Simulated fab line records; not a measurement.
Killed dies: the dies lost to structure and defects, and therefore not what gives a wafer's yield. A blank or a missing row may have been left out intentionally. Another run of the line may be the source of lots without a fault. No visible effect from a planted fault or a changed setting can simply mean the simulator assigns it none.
A struck lot beside a sound one    flow nand_harc    14 steps out of a route of 1159
Sound: wafers L969.1, L969.3, L969.6. Wafers struck: L954.2, L954.4, L954.5. The cause comes at the end.
For every step that has rows: the tool of each side, followed by ch and its chambers, followed by its first start. Under that, the readings that differ: sound wafers    struck wafers    difference of the means    sigmas: that difference in standard deviations of wafers without a fault.
alike: readings whose means differ by less than 2 such deviations, and words and numbers that are the same on both sides. not compared: withheld readings, readings that some wafer has no value for, bounds like >300 that may hide the same value, and numbers for which the record gives no deviation and whose values overlap.
Wherever a step has rows on one side only, a row that says differs or no value, or a row with sigmas, the two part there. Numbers that have no deviation but don't overlap get no sigmas and don't part them. A reading that every wafer of one side lacks parts them only if that side has two wafers or more.

first, 4 steps without rows for these wafers: NHARC_A_WL_FILL_STRIP_28 (strips in post etch residue remover, time 1200 s); NHARC_A_WL_FILL_PRECLEAN_06 (cleans in DIW, time 300 s); NHARC_A_WL_FILL_SRD_07; NHARC_A_WL_FILL_ANNEAL_08 (time 1800 s).
NHARC_A_WL_FILL_ALD_10: deposits SiO2, target thk 50 nm, pulse time 10 s, ald cycles 500.
  sound on ald_hk-03 ch 0,2, day 19 18:30; struck on ald_hk-02 ch 1,2,3, day 16 03:08
  alike: heater_power_w, precursor_pulse_height_rel
NHARC_A_WL_FILL_ETCHBACK_16: etches the open film in C4F8/O2/Ar, target depth 88 nm, time 17.6 s.
  sound on rie_diel-09 ch 1,3; struck on rie_diel-09 ch 1,2,3
  alike: bias_w, chamber_pressure_mTorr, oes_product_au, rf_vpp_V
  not compared: rf_hours_counter_h
NHARC_A_WL_FILL_STRIP_29: strips in O2, time 20 s.
  sound on rie_diel-09 ch 2,3, day 19 22:44; struck on rie_diel-09 ch 1,2,3, day 16 07:21
  alike: chamber_pressure_mTorr, drypump_motor_current_A, oes_product_au, rf_vpp_V, showerhead_plenum_p_Torr, throttle_valve_pct
  not compared: rf_hours_counter_h
NHARC_A_WL_FILL_ETCHBACK_17: etches the open film in Cl2/BCl3, target depth 4 nm, time 26.7 s.
  sound on rie_metal-02 ch 0,1, day 19 22:50; struck on rie_metal-03 ch 0,1, day 16 07:28
  alike: chamber_pressure_mTorr, drypump_motor_current_A, oes_product_au
  not compared: rf_hours_counter_h
then, 3 steps without rows for these wafers: NHARC_A_WL_FILL_PRECLEAN_18 (cleans in dHF, time 30 s); NHARC_A_WL_FILL_SRD_21; NHARC_A_WL_FILL_CVD_23 (deposits poly-Si, target thk 40 nm, time 800 s).
NHARC_A_WL_FILL_ETCHBACK_26: etches the open film in HBr, target depth 52 nm, time 13.3 s.
  sound on rie_si-05 ch 1,2, day 20 03:02; struck on rie_si-01 ch 0,1, day 16 12:31
  no value came back on the struck wafers for any of 5 readings (bias_w (W), chamber_pressure_mTorr (mTorr) and others); on the sound wafers bias_w (W) reads 60.03 60.04 60.04
  not compared: rf_hours_counter_h
then, 1 step without rows for these wafers: NHARC_A_WL_FILL_PRECLEAN_30 (cleans in dHF, time 10 s).
-- the record jumps here: 4 days lie between the struck wafers' starts before and after (it left off in module A_WL_FILL and takes up again in module END, whose first step shown is number 1159 of the route) --
NHARC_END_SORT_01:
  sound on prober-02 ch 0, day 24 02:07; struck on prober-02 ch 0, day 20 06:21
reading          sound     struck                                                                difference                    sigmas
hold             - - -     await_dispo/1.4h/scrap await_dispo/1.4h/scrap await_dispo/1.4h/scrap  no value on the sound wafers  
killed_at_array  34 26 37  675 675 672                                                           +642                          +75
killed_dies      36 28 43  677 677 677                                                           +641                          +74
  alike: killed_at_other, killed_at_periphery, killed_open, killed_short

WHERE THEY PART
At NHARC_A_WL_FILL_ETCHBACK_26 first; at NHARC_END_SORT_01 last (within this record only).

WHY: whatever the simulator had introduced
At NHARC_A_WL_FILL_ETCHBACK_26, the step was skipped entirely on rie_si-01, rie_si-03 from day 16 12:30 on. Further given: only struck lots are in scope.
